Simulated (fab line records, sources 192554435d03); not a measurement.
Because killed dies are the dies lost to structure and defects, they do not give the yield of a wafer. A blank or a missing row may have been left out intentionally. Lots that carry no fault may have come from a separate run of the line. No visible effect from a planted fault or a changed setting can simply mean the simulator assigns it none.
Split-lot trial || flow n5Finfet || route with 1938 steps; 7 lots, 39 wafers read

THE SPLIT
At N5_WELL_APT_IMPLANT_32, the setting energyKev was moved away from the recipe's 50 on 12 of the 39 wafers read, by -6.0% to +15.7%. All remaining wafers had this setting at the recipe value.

The reading comes from the split's own step.

THE READING
In nm, at N5_WELL_APT_IMPLANT_32: implant.drpNm, which is the simulator's own figure and was read by no gauge. No usual value for it is given in the file.

{"wafer": "L074.1", "tool, chamber at the split": "implanter-01, 0", "energyKev as run": 53.59, "against the recipe": "+7.2%", "implant.drpNm, nm": 19.51, "against lot-mates on the recipe": "+0.96"}
{"wafer": "L074.5", "tool, chamber at the split": "implanter-01, 0", "energyKev as run": 53.59, "against the recipe": "+7.2%", "implant.drpNm, nm": 19.51, "against lot-mates on the recipe": "+0.96"}
{"wafer": "L074.6", "tool, chamber at the split": "implanter-01, 0", "energyKev as run": 53.59, "against the recipe": "+7.2%", "implant.drpNm, nm": 19.51, "against lot-mates on the recipe": "+0.96"}
{"wafer": "L074.2", "tool, chamber at the split": "implanter-01, 0", "energyKev as run": 50, "against the recipe": "recipe", "implant.drpNm, nm": 18.55, "against lot-mates on the recipe": "-"}
{"wafer": "L074.3", "tool, chamber at the split": "implanter-01, 0", "energyKev as run": 50, "against the recipe": "recipe", "implant.drpNm, nm": 18.55, "against lot-mates on the recipe": "-"}
{"wafer": "L074.4", "tool, chamber at the split": "implanter-01, 0", "energyKev as run": 50, "against the recipe": "recipe", "implant.drpNm, nm": 18.55, "against lot-mates on the recipe": "-"}
{"wafer": "L076.1", "tool, chamber at the split": "implanter-01, 0", "energyKev as run": 50, "against the recipe": "recipe", "implant.drpNm, nm": 18.55, "against lot-mates on the recipe": "-"}
{"wafer": "L076.3", "tool, chamber at the split": "implanter-01, 0", "energyKev as run": 50, "against the recipe": "recipe", "implant.drpNm, nm": 18.55, "against lot-mates on the recipe": "-"}
{"wafer": "L076.4", "tool, chamber at the split": "implanter-01, 0", "energyKev as run": 50, "against the recipe": "recipe", "implant.drpNm, nm": 18.55, "against lot-mates on the recipe": "-"}
{"wafer": "L076.2", "tool, chamber at the split": "implanter-01, 0", "energyKev as run": 47.01, "against the recipe": "-6.0%", "implant.drpNm, nm": 17.75, "against lot-mates on the recipe": -0.80}
{"wafer": "L076.5", "tool, chamber at the split": "implanter-01, 0", "energyKev as run": 47.01, "against the recipe": "-6.0%", "implant.drpNm, nm": 17.75, "against lot-mates on the recipe": -0.80}
{"wafer": "L076.6", "tool, chamber at the split": "implanter-01, 0", "energyKev as run": 47.01, "against the recipe": "-6.0%", "implant.drpNm, nm": 17.75, "against lot-mates on the recipe": -0.80}
{"wafer": "L077.1", "tool, chamber at the split": "implanter-01, 0", "energyKev as run": 50, "against the recipe": "recipe", "implant.drpNm, nm": 18.55, "against lot-mates on the recipe": "-"}
{"wafer": "L077.2", "tool, chamber at the split": "implanter-01, 0", "energyKev as run": 50, "against the recipe": "recipe", "implant.drpNm, nm": 18.55, "against lot-mates on the recipe": "-"}
{"wafer": "L077.3", "tool, chamber at the split": "implanter-01, 0", "energyKev as run": 50, "against the recipe": "recipe", "implant.drpNm, nm": 18.55, "against lot-mates on the recipe": "-"}
{"wafer": "L077.4", "tool, chamber at the split": "implanter-01, 0", "energyKev as run": 50, "against the recipe": "recipe", "implant.drpNm, nm": 18.55, "against lot-mates on the recipe": "-"}
{"wafer": "L077.5", "tool, chamber at the split": "implanter-01, 0", "energyKev as run": 50, "against the recipe": "recipe", "implant.drpNm, nm": 18.55, "against lot-mates on the recipe": "-"}
{"wafer": "L077.6", "tool, chamber at the split": "implanter-01, 0", "energyKev as run": 50, "against the recipe": "recipe", "implant.drpNm, nm": 18.55, "against lot-mates on the recipe": "-"}
{"wafer": "L078.1", "tool, chamber at the split": "implanter-01, 0", "energyKev as run": 50, "against the recipe": "recipe", "implant.drpNm, nm": 18.55, "against lot-mates on the recipe": "-"}
{"wafer": "L078.3", "tool, chamber at the split": "implanter-01, 0", "energyKev as run": 50, "against the recipe": "recipe", "implant.drpNm, nm": 18.55, "against lot-mates on the recipe": "-"}
{"wafer": "L078.4", "tool, chamber at the split": "implanter-01, 0", "energyKev as run": 50, "against the recipe": "recipe", "implant.drpNm, nm": 18.55, "against lot-mates on the recipe": "-"}
{"wafer": "L085.1", "tool, chamber at the split": "implanter-02, 0", "energyKev as run": 50, "against the recipe": "recipe", "implant.drpNm, nm": 18.55, "against lot-mates on the recipe": "-"}
{"wafer": "L085.2", "tool, chamber at the split": "implanter-02, 0", "energyKev as run": 50, "against the recipe": "recipe", "implant.drpNm, nm": 18.55, "against lot-mates on the recipe": "-"}
{"wafer": "L085.3", "tool, chamber at the split": "implanter-02, 0", "energyKev as run": 50, "against the recipe": "recipe", "implant.drpNm, nm": 18.55, "against lot-mates on the recipe": "-"}
{"wafer": "L085.4", "tool, chamber at the split": "implanter-02, 0", "energyKev as run": 50, "against the recipe": "recipe", "implant.drpNm, nm": 18.55, "against lot-mates on the recipe": "-"}
{"wafer": "L085.5", "tool, chamber at the split": "implanter-02, 0", "energyKev as run": 50, "against the recipe": "recipe", "implant.drpNm, nm": 18.55, "against lot-mates on the recipe": "-"}
{"wafer": "L085.6", "tool, chamber at the split": "implanter-02, 0", "energyKev as run": 50, "against the recipe": "recipe", "implant.drpNm, nm": 18.55, "against lot-mates on the recipe": "-"}
{"wafer": "L088.1", "tool, chamber at the split": "implanter-01, 0", "energyKev as run": 52.89, "against the recipe": "+5.8%", "implant.drpNm, nm": 19.32, "against lot-mates on the recipe": "+0.77"}
{"wafer": "L088.2", "tool, chamber at the split": "implanter-01, 0", "energyKev as run": 52.89, "against the recipe": "+5.8%", "implant.drpNm, nm": 19.32, "against lot-mates on the recipe": "+0.77"}
{"wafer": "L088.5", "tool, chamber at the split": "implanter-01, 0", "energyKev as run": 52.89, "against the recipe": "+5.8%", "implant.drpNm, nm": 19.32, "against lot-mates on the recipe": "+0.77"}
{"wafer": "L088.3", "tool, chamber at the split": "implanter-01, 0", "energyKev as run": 50, "against the recipe": "recipe", "implant.drpNm, nm": 18.55, "against lot-mates on the recipe": "-"}
{"wafer": "L088.4", "tool, chamber at the split": "implanter-01, 0", "energyKev as run": 50, "against the recipe": "recipe", "implant.drpNm, nm": 18.55, "against lot-mates on the recipe": "-"}
{"wafer": "L088.6", "tool, chamber at the split": "implanter-01, 0", "energyKev as run": 50, "against the recipe": "recipe", "implant.drpNm, nm": 18.55, "against lot-mates on the recipe": "-"}
{"wafer": "L090.1", "tool, chamber at the split": "implanter-01, 0", "energyKev as run": 50, "against the recipe": "recipe", "implant.drpNm, nm": 18.55, "against lot-mates on the recipe": "-"}
{"wafer": "L090.4", "tool, chamber at the split": "implanter-01, 0", "energyKev as run": 50, "against the recipe": "recipe", "implant.drpNm, nm": 18.55, "against lot-mates on the recipe": "-"}
{"wafer": "L090.6", "tool, chamber at the split": "implanter-01, 0", "energyKev as run": 50, "against the recipe": "recipe", "implant.drpNm, nm": 18.55, "against lot-mates on the recipe": "-"}
{"wafer": "L090.2", "tool, chamber at the split": "implanter-01, 0", "energyKev as run": 57.84, "against the recipe": "+15.7%", "implant.drpNm, nm": 20.64, "against lot-mates on the recipe": "+2.09"}
{"wafer": "L090.3", "tool, chamber at the split": "implanter-01, 0", "energyKev as run": 57.84, "against the recipe": "+15.7%", "implant.drpNm, nm": 20.64, "against lot-mates on the recipe": "+2.09"}
{"wafer": "L090.5", "tool, chamber at the split": "implanter-01, 0", "energyKev as run": 57.84, "against the recipe": "+15.7%", "implant.drpNm, nm": 20.64, "against lot-mates on the recipe": "+2.09"}

THE FIT
A straight line over all 39 wafers: implant.drpNm changes by +0.133 nm for each +1% of energyKev; r = +1.00; the points scatter about the line by 0.001 nm.
The same after taking each lot's own level away (the mean of its wafers on the recipe; 39 wafers): +0.133 nm for each +1%; r = +1.00; scatter 0.001 nm.
On that fit, the largest move of energyKev shifts the reading by 2.1 nm.
The lots' own levels span 18.550 to 18.550 nm.
The two slopes agree, so the slope changes little with the lot-to-lot level.
Check: +2.09 nm against its lot-mates is what the line predicts for one of the wafers moved furthest among these (+15.7%) when that wafer is left out of the fit. It came out at +2.09 nm against them.

THE WHOLE CHAIN: every reading that the file lists as answering this split, in the file's order
{"step": "N5_WELL_APT_IMPLANT_32", "what it does": "", "reading": "implant.rpNm (the simulator's own value, which no gauge read)", "change (the file's fit)": "+0.368 nm for each +1% of the setting", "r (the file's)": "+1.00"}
{"step": "N5_WELL_APT_IMPLANT_32", "what it does": "", "reading": "implant.drpNm (the simulator's own value, which no gauge read)", "change (the file's fit)": "+0.133 nm for each +1% of the setting", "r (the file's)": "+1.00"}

FILE'S OWN FIT
implant.drpNm changes by +0.133 nm for each +1% of energyKev, r = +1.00.
